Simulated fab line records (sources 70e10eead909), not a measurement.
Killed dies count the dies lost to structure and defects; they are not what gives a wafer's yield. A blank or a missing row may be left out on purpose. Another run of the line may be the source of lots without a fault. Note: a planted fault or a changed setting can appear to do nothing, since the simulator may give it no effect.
The tool behind it: which one? ; flow nand harc ; 14 lots, 41 wafers sampled, at 5 steps of a route of 1302

WHAT EACH GAUGE READ, for each wafer
NHARC_A_M1_OVL_MEAS_10: pitch 240 nm. Usual: overlay x nm -0.1 nm, standard deviation 0.78; overlay y nm 0.0 nm, standard deviation 0.67.
lot;measured;on;overlay x nm (nm);overlay y nm (nm);flag
L713;day 23 10:26;overlay-02;1.2 1.3 1.5;-0.7 -0.2 -0.1;
L711;day 23 12:19;overlay-01;-1.0 -0.7 -1.1;1.1 1.1 0.5;
L712;day 23 19:28;overlay-02;0.6 0.4 0.8;0.0 0.1 -0.3;
L714;day 24 12:32;overlay-01;-0.3 -0.8 -0.6;0.5 0.8 1.2;
L715;day 24 14:40;overlay-01;0.5 1.0 0.9;-0.8 0.1 -0.5;
L716;day 24 18:39;overlay-01;-0.4 0.0 0.0;-0.5 -0.2 0.4;
L719;day 25 08:40;overlay-02;0.0 0.7 0.3;-0.6 -0.7 -0.2;
L717;day 25 11:46;overlay-01;1.1 1.1 1.0;0.3 1.0 0.9;
L718;day 25 12:51;overlay-02;-1.5 -1.4 -1.1;-1.0 -1.4 -1.2;
L723;day 27 19:42;overlay-02;0.7 0.8 0.3;0.3 0.3 0.7;
L727;day 30 15:31;overlay-02;-0.7 -1.4;1.5 1.6;
L728;day 31 01:35;overlay-02;-0.8 -0.9 -0.8;0.5 0.9 0.6;
L729;day 31 03:08;overlay-01;0.1 -0.1 0.3;-0.7 -1.2 -1.3;
L733;day 31 18:07;overlay-02;-2.2 -1.1 -1.9;0.2 0.4 -0.4;

NHARC_A_M1_THK_MEAS_24: measures by xrf. Usual: thk nm at 155.0 nm, with a standard deviation of 1.9.
lot;measured;on;thk nm (nm);flag
L713;day 23 13:01;film metro-02;156.5 157.3 157.8;
L711;day 23 15:23;film metro-02;155.6 155.0 152.8;
L712;day 23 22:01;film metro-02;156.7 154.2 153.9;
L714;day 24 15:04;film metro-01;151.3 156.7 154.5;
L715;day 24 17:10;film metro-01;154.9 152.7 156.2;
L716;day 24 21:10;film metro-02;151.6 158.8 152.4;
L719;day 25 11:12;film metro-02;153.6 156.5 155.9;
L717;day 25 14:21;film metro-01;153.1 154.8 155.7;
L718;day 25 15:41;film metro-01;157.4 155.6 155.4;
L723;day 27 22:13;film metro-01;153.5 152.7 152.8;
L727;day 30 18:02;film metro-02;151.8 153.4;
L728;day 31 04:08;film metro-01;151.7 157.0 153.2;
L729;day 31 05:52;film metro-01;152.0 152.6 152.6;
L733;day 31 20:53;film metro-02;158.3 154.6 154.6;

NHARC_END_SORT_01. Usual: defect limited yield is 90 % with standard deviation 3.4, killed at array is 61 with standard deviation 24, killed at other is 1.2 with standard deviation 1.3, killed at periphery is 3.7 with standard deviation 2.6, killed dies is 66 with standard deviation 23, killed open is 3.3 with standard deviation 1.8, and killed short is 2.4 with standard deviation 1.6.
lot;measured;on;defect limited yield (%);killed at array;killed at other;killed at periphery;killed dies;killed open;killed short;flag
L714;day 26 01:55;prober-02;87 88 87;83 82 84;2 1 1;1 0 3;86 83 88;4 1 1;5 1 1;
L728;day 32 17:28;prober-01;92 91 90;48 56 61;1 0 0;4 3 5;53 59 66;5 4 4;1 5 1;
L729;day 33 03:43;prober-01;89 88 85;69 78 91;0 0 0;5 3 8;74 81 99;2 3 4;1 3 2;
L733;day 33 13:04;prober-02;94 95 95;35 25 30;2 2 1;7 6 3;44 33 34;5 6 3;3 2 3;

WHICH TOOL RAN EACH LOT (tool, then ch and the chambers of the sampled wafers, then the start)
lot;NHARC_A_M1_DEGAS_29;NHARC_A_M1_PVD_20
L713;pvd sputter-02, day 23 11:36;pvd sputter-02, day 23 11:43
L711;pvd sputter-01, day 23 13:27;pvd sputter-01, day 23 13:38
L712;pvd sputter-03, day 23 20:37;pvd sputter-03, day 23 20:43
L714;pvd sputter-01, day 24 13:40;pvd sputter-01, day 24 13:47
L715;pvd sputter-02, day 24 15:47;pvd sputter-02, day 24 15:54
L716;pvd sputter-01, day 24 19:46;pvd sputter-01, day 24 19:53
L719;pvd sputter-02, day 25 09:48;pvd sputter-02, day 25 09:55
L717;pvd sputter-03, day 25 12:53;pvd sputter-03, day 25 13:01
L718;pvd sputter-03, day 25 13:58;pvd sputter-03, day 25 14:07
L723;pvd sputter-03, day 27 20:50;pvd sputter-03, day 27 20:56
L727;pvd sputter-01, day 30 16:40;pvd sputter-01, day 30 16:48
L728;pvd sputter-01, day 31 02:43;pvd sputter-01, day 31 02:50
L729;pvd sputter-03, day 31 04:28;pvd sputter-03, day 31 04:35
L733;pvd sputter-02, day 31 19:28;pvd sputter-02, day 31 19:34
- NHARC_A_M1_DEGAS_29: time 60 s.
- NHARC_A_M1_PVD_20: deposits TaN, target thk 5 nm, time 8.06 s.

AS READ BY THE TOOLS THEMSELVES (means over the sampled wafers that have a number; for cases with no such wafer, the mark the record gives instead)
NHARC_A_M1_DEGAS_29. Usual: heater power w at 334 W, with a standard deviation of 37.
lot;tool;heater power w (W);flag
L713;pvd sputter-02;343;
L711;pvd sputter-01;297;
L712;pvd sputter-03;334;
L714;pvd sputter-01;329;
L715;pvd sputter-02;350;
L716;pvd sputter-01;334;
L719;pvd sputter-02;350;
L717;pvd sputter-03;328;
L718;pvd sputter-03;336;
L723;pvd sputter-03;319;
L727;pvd sputter-01;293;
L728;pvd sputter-01;324;
L729;pvd sputter-03;312;
L733;pvd sputter-02;375;

NHARC_A_M1_PVD_20. Usual: cathode dc power W 15000 W, standard deviation 2.5; throttle valve pct 30.3 %, standard deviation 1.1.
lot;tool;cathode dc power W (W);throttle valve pct (%);flag
L713;pvd sputter-02;14999;28.6;
L711;pvd sputter-01;14999;30.4;
L712;pvd sputter-03;14998;30.3;
L714;pvd sputter-01;15001;30.8;
L715;pvd sputter-02;15000;28.8;
L716;pvd sputter-01;15000;31.0;
L719;pvd sputter-02;14998;28.5;
L717;pvd sputter-03;15003;29.6;
L718;pvd sputter-03;15000;29.0;
L723;pvd sputter-03;15000;29.2;
L727;pvd sputter-01;14461;31.9;OFF
L728;pvd sputter-01;14463;30.6;OFF
L729;pvd sputter-03;15000;29.4;
L733;pvd sputter-02;14997;29.2;

THE ANSWER, worked out from the rows above alone
Rule: take the mean of a lot's wafers that have a number; if it is more than 3 standard deviations from the usual mean, the lot is off. A lot without any number at a reading at which 4 lots or more have one is off too. The other lots that the step has rows for count as sound. After the gauges, taken in route order, come the tools' own readings; for these a lot's mean is taken, as printed above. The first step at which some lot is off is used, and at that step the reading that is off furthest; a lot without a number counts as furthest.
Off: L727, L728 (NHARC_A_M1_PVD_20, cathode dc power W).
If a tool, at that step or one of the process steps before it, ran each lot that is off and ran no sound lot following the first of them, it fits. One fits: NHARC_A_M1_DEGAS_29 and NHARC_A_M1_PVD_20 on pvd sputter-01. At NHARC_A_M1_DEGAS_29 its last sound lot is L716 (day 24 19:46), its first lot that is off L727 (day 30 16:40): a fault that began between those two fits.

WHAT WAS PUT IN BY THE SIMULATOR
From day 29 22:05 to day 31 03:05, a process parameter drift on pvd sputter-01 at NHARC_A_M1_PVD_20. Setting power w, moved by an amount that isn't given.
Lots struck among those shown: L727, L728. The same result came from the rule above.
